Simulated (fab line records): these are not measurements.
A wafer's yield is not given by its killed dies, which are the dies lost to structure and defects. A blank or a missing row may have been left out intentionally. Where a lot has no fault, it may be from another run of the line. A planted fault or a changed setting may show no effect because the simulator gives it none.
Chamber matching | flow nand harc | NHARC_A_CHANNEL_FILL_D1_ETCHBACK_20 on rie diel-07 has 4 sister chambers
The step etches the open film in C4F8/O2/Ar, target depth 27 nm, time 13.5 s. 20 wafers are shown with their chamber, then 10 later ones without.

WAFERS WITH THEIR CHAMBER
wafer  | chamber | rf vpp V (V) | chamber pressure mTorr (mTorr) | oes product au (a.u.)
L074.2 | 3       | 969          | 25.003                         | 0.93
L074.5 | 2       | 979          | 24.989                         | 0.92
L074.6 | 1       | 989          | 25.000                         | 0.92
L078.1 | 2       | 978          | 24.986                         | 0.93
L078.2 | 1       | 989          | 25.014                         | 0.91
L078.5 | 0       | 971          | 24.986                         | 0.93
L080.1 | 3       | 969          | 25.019                         | 1.00
L080.2 | 0       | 971          | 25.004                         | 1.00
L080.5 | 0       | 971          | 24.970                         | 0.99
L084.1 | 2       | 979          | 24.976                         | 1.00
L084.3 | 3       | 969          | 25.037                         | 1.01
L084.5 | 3       | 971          | 24.998                         | 1.02
L086.4 | 2       | 977          | 24.995                         | 0.99
L086.5 | 0       | 970          | 24.986                         | 1.00
L086.6 | 1       | 988          | 24.995                         | 0.98
L089.3 | 3       | 968          | 24.965                         | 0.93
L089.5 | 3       | 970          | 25.024                         | 0.93
L089.6 | 2       | 979          | 24.996                         | 0.92
L091.1 | 2       | 978          | 24.981                         | 0.97
L091.3 | 1       | 988          | 25.002                         | 0.96

SIGNATURES, as means of the wafers listed above
reading                | chamber 0 | chamber 1 | chamber 2 | chamber 3 | scatter within a chamber
rf vpp V               | 970.75    | 988.50    | 978.33    | 969.33    | 0.807
chamber pressure mTorr | 24.98650  | 25.00275  | 24.98717  | 25.00767  | 0.0163
oes product au         | 0.9800    | 0.9425    | 0.9550    | 0.9700    | 0.0379
Rule: a wafer's distance from a chamber is the root of the sum, over the readings, of the square of ((its reading less the chamber's mean) divided by the reading's scatter). The wafer belongs to the nearest chamber; if the next one is less than 2 further off, it can't be placed. The scatter: take each reading less its chamber's mean, square it, sum over the shown wafers, divide by the number of wafers less the number of chambers, and take the root.

WAFERS WHOSE CHAMBER IS MISSING
wafer  | rf vpp V (V) | chamber pressure mTorr (mTorr) | oes product au (a.u.)
L091.6 | 968          | 24.986                         | 0.98
L093.1 | 977          | 25.010                         | 0.99
L093.4 | 971          | 24.978                         | 0.98
L093.6 | 969          | 25.002                         | 1.01
L095.1 | 988          | 24.969                         | 0.90
L095.4 | 978          | 25.003                         | 0.92
L095.5 | 979          | 25.004                         | 0.92
L096.2 | 978          | 24.974                         | 0.92
L096.3 | 970          | 25.022                         | 0.92
L096.5 | 971          | 25.036                         | 0.92

EACH ONE'S CHAMBER
wafer  | from the rows above     | in truth
L091.6 | can't be placed: 3 or 0 | 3
L093.1 | 2                       | 2
L093.4 | 0                       | 0
L093.6 | can't be placed: 3 or 0 | 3
L095.1 | 1                       | 1
L095.4 | 2                       | 2
L095.5 | 2                       | 2
L096.2 | 2                       | 2
L096.3 | can't be placed: 3 or 0 | 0
L096.5 | can't be placed: 3 or 0 | 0
Correctly placed: 6 of 10. Unplaceable from these rows: 4, with the true chamber sitting among the candidates in 4. 0 placed wrongly.
